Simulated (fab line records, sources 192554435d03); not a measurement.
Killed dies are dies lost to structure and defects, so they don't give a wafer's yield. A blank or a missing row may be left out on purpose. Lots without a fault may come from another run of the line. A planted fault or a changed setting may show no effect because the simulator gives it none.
Which tool did it? | flow n5_finfet | 10 lots, 29 wafers sampled, at 5 steps of a route of 1938

WHAT THE GAUGES READ, wafer by wafer
N5_BEOL_M14_INSPECT_30: inspects for defects (macro).
lot  | measured     | on                | raw_defect_count
L641 | day 11 22:11 | defect_inspect-01 | 1 3 2
L640 | day 12 07:00 | defect_inspect-02 | 1 4 3
L642 | day 12 15:26 | defect_inspect-01 | 4 2
L645 | day 13 19:19 | defect_inspect-02 | 1 3 1
L647 | day 14 10:20 | defect_inspect-01 | 1 1 3
L648 | day 14 14:10 | defect_inspect-01 | 3 1 3
L651 | day 16 00:11 | defect_inspect-02 | 3 3 2
L653 | day 16 16:31 | defect_inspect-02 | 2 2 1
L656 | day 17 11:28 | defect_inspect-02 | 4 1 2
L662 | day 18 13:48 | defect_inspect-02 | 0 3 1

N5_BEOL_M14_INSPECT_55: inspects for defects (darkfield).
lot  | measured     | on                | raw_defect_count
L641 | day 12 05:23 | defect_inspect-01 | 104 108 98
L640 | day 12 12:58 | defect_inspect-01 | 67 62 112
L642 | day 12 19:26 | defect_inspect-02 | 46 62
L645 | day 14 03:53 | defect_inspect-02 | 74 73 94
L647 | day 14 12:44 | defect_inspect-01 | 67 57 34
L648 | day 14 22:19 | defect_inspect-01 | 79 96 76
L651 | day 16 04:04 | defect_inspect-02 | 527 551 532
L653 | day 16 22:02 | defect_inspect-01 | 517 562 553
L656 | day 17 16:25 | defect_inspect-01 | 538 486 497
L662 | day 18 16:47 | defect_inspect-02 | 66 48 65

WHICH TOOL RAN EACH LOT (tool, then ch and the chambers of the sampled wafers, then the start)
lot  | N5_BEOL_M14_STRIP_64                          | N5_BEOL_M14_ETCH_67                | N5_BEOL_M14_DEP_53
L641 | rie_diel-03 ch 0,2,3, day 11 22:11 or earlier | rie_diel-04 ch 1,2,3, day 11 22:16 | pecvd-02 ch 0,1,2, day 12 05:18
L640 | rie_diel-01 ch 0,2, day 12 07:00 or earlier   | rie_diel-01 ch 0,3, day 12 07:04   | pecvd-03 ch 0,2, day 12 12:52
L642 | rie_diel-04 ch 1,2, day 12 15:26 or earlier   | rie_diel-03 ch 0,1, day 12 15:31   | pecvd-03 ch 2, day 12 19:20
L645 | rie_diel-01 ch 0,1,3, day 13 19:19 or earlier | rie_diel-04 ch 1,3, day 13 19:23   | pecvd-02 ch 0,1,2, day 14 03:47
L647 | rie_diel-01 ch 2,3, day 14 10:20 or earlier   | rie_diel-01 ch 1,2, day 14 10:25   | pecvd-01 ch 0,1, day 14 12:39
L648 | rie_diel-01 ch 1,3, day 14 14:10 or earlier   | rie_diel-01 ch 0,1,2, day 14 14:21 | pecvd-02 ch 0,1, day 14 22:13
L651 | rie_diel-01 ch 2,3, day 16 00:11 or earlier   | rie_diel-01 ch 0,1,2, day 16 00:17 | pecvd-03 ch 0,1, day 16 03:58
L653 | rie_diel-04 ch 0,1,2, day 16 16:31 or earlier | rie_diel-03 ch 0,1,3, day 16 16:35 | pecvd-03 ch 0,1,2, day 16 21:57
L656 | rie_diel-03 ch 0,3, day 17 11:28 or earlier   | rie_diel-03 ch 0,1, day 17 11:51   | pecvd-03 ch 0,1,2, day 17 16:20
L662 | rie_diel-01 ch 0,3, day 18 13:48 or earlier   | rie_diel-01 ch 0,1, day 18 14:05   | pecvd-02 ch 0,2, day 18 16:42
- N5_BEOL_M14_STRIP_64: strips in O2.
- N5_BEOL_M14_ETCH_67: etches SiARC in CF4, target depth 143 nm, time 238.3 s.
- N5_BEOL_M14_DEP_53: deposits SiCN from 3MS/NH3, target thk 50 nm, time 17.8 s.

WHAT THE TOOLS THEMSELVES READ (means of the sampled wafers that have a number; where no wafer has one, the mark that the record gives instead)
N5_BEOL_M14_STRIP_64.
lot  | tool        | chamber_pressure_mTorr (mTorr) | drypump_motor_current_A (A) | oes_product_au (a.u.) | rf_vpp_V (V) | showerhead_plenum_p_Torr (Torr) | throttle_valve_pct (%)
L641 | rie_diel-03 | 30.007                         | 5.5                         | 0.75                  | 3.5          | 2.08                            | 16.71
L640 | rie_diel-01 | 30.000                         | 5.8                         | 0.91                  | 3.8          | 2.16                            | 16.51
L642 | rie_diel-04 | 29.989                         | 6.0                         | 0.80                  | 3.9          | 2.06                            | 16.64
L645 | rie_diel-01 | 30.004                         | 5.2                         | 0.84                  | 3.6          | 2.10                            | 16.54
L647 | rie_diel-01 | 30.004                         | 5.3                         | 0.86                  | 3.6          | 2.15                            | 16.53
L648 | rie_diel-01 | 30.010                         | 5.1                         | 0.84                  | 3.3          | 2.13                            | 16.52
L651 | rie_diel-01 | 30.005                         | 5.6                         | 0.86                  | 3.7          | 2.18                            | 16.55
L653 | rie_diel-04 | 29.987                         | 5.7                         | 0.80                  | 3.2          | 2.06                            | 16.71
L656 | rie_diel-03 | 30.005                         | 5.4                         | 0.72                  | 3.7          | 2.07                            | 16.81
L662 | rie_diel-01 | 29.987                         | 5.3                         | 0.79                  | 3.8          | 2.05                            | 16.64

N5_BEOL_M14_ETCH_67.
lot  | tool        | chamber_pressure_mTorr (mTorr) | drypump_motor_current_A (A) | etch_rf_on_time_s (s) | oes_product_au (a.u.) | rf_vpp_V (V) | showerhead_plenum_p_Torr (Torr) | throttle_valve_pct (%)
L641 | rie_diel-04 | 40.00                          | 5.9                         | 237                   | 0.71                  | 184.2        | 2.17                            | 15.59
L640 | rie_diel-01 | 39.96                          | 5.3                         | 238                   | 0.72                  | 183.9        | 2.12                            | 15.50
L642 | rie_diel-03 | 40.02                          | 5.3                         | 238                   | 0.68                  | 184.0        | 2.16                            | 15.46
L645 | rie_diel-04 | 40.01                          | 6.1                         | 233                   | 0.73                  | 185.1        | 2.20                            | 15.71
L647 | rie_diel-01 | 40.01                          | 5.5                         | 231                   | 0.74                  | 184.3        | 2.21                            | 15.48
L648 | rie_diel-01 | 39.99                          | 5.5                         | 235                   | 0.73                  | 184.7        | 2.18                            | 15.51
L651 | rie_diel-01 | 39.97                          | 5.6                         | 234                   | 0.72                  | 184.3        | 2.18                            | 15.54
L653 | rie_diel-03 | 40.02                          | 5.4                         | 239                   | 0.64                  | 185.5        | 2.17                            | 15.55
L656 | rie_diel-03 | 40.02                          | 5.3                         | 235                   | 0.66                  | 183.4        | 2.17                            | 15.48
L662 | rie_diel-01 | 40.01                          | 5.3                         | 236                   | 0.67                  | 184.1        | 2.14                            | 15.57

N5_BEOL_M14_DEP_53.
lot  | tool     | showerhead_plenum_p_Torr (Torr) | showerhead_vpp_V (V) | throttle_valve_pct (%)
L641 | pecvd-02 | 4.166                           | 1673                 | 17.6
L640 | pecvd-03 | 4.126                           | 1704                 | 17.5
L642 | pecvd-03 | 4.097                           | 1763                 | 17.8
L645 | pecvd-02 | 4.164                           | 1686                 | 17.7
L647 | pecvd-01 | 4.183                           | 1526                 | 17.2
L648 | pecvd-02 | 4.160                           | 1659                 | 17.8
L651 | pecvd-03 | 4.142                           | 1615                 | 17.6
L653 | pecvd-03 | 4.129                           | 1667                 | 17.9
L656 | pecvd-03 | 4.135                           | 1650                 | 17.8
L662 | pecvd-02 | 4.168                           | 1707                 | 17.8

THE ANSWER, worked out from the rows above alone
Rule: what is usual is taken from the lots themselves. Put in order of their means at a reading, lots are off if they are a third of the lots or fewer, leave a main group of 4 or more, and stand apart from it by a gap of 3 or more times the standard deviation of the main group's means; of several such gaps the widest counts. A main group whose means are all the same, to the digits that the tables above print for the reading, isn't used. A lot without any number at a reading at which 4 lots or more have one is off too. The other lots that the step has rows for count as sound. The gauges are gone through in route order, then the tools' own readings, and for those a lot's mean is taken as printed above. The first step at which some lot is off is used, and at that step the reading that is off furthest; a lot without a number counts as furthest.
Off: L651, L653, L656, at N5_BEOL_M14_INSPECT_55 (raw_defect_count). The main group: mean 73, standard deviation 17.
A tool fits if, at a process step before that reading, it ran every lot that is off, and no sound lot after the first of them. The gauges at N5_BEOL_M14_INSPECT_55 are tried like those tools. N5_BEOL_M14_STRIP_64 gives no start for some lots, so the hours and the order of its lots are those of N5_BEOL_M14_INSPECT_30. One fits: pecvd-03 at N5_BEOL_M14_DEP_53. Its last sound lot is L642 (day 12 19:20), its first lot that is off L651 (day 16 03:58): a fault that began between those two fits.

WHAT THE SIMULATOR HAD PUT IN
Chamber particle source: pecvd-03, from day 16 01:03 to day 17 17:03, at N5_BEOL_M14_DEP_53. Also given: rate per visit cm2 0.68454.
Lots struck among those shown: L651, L653, L656. The rule above found the same.
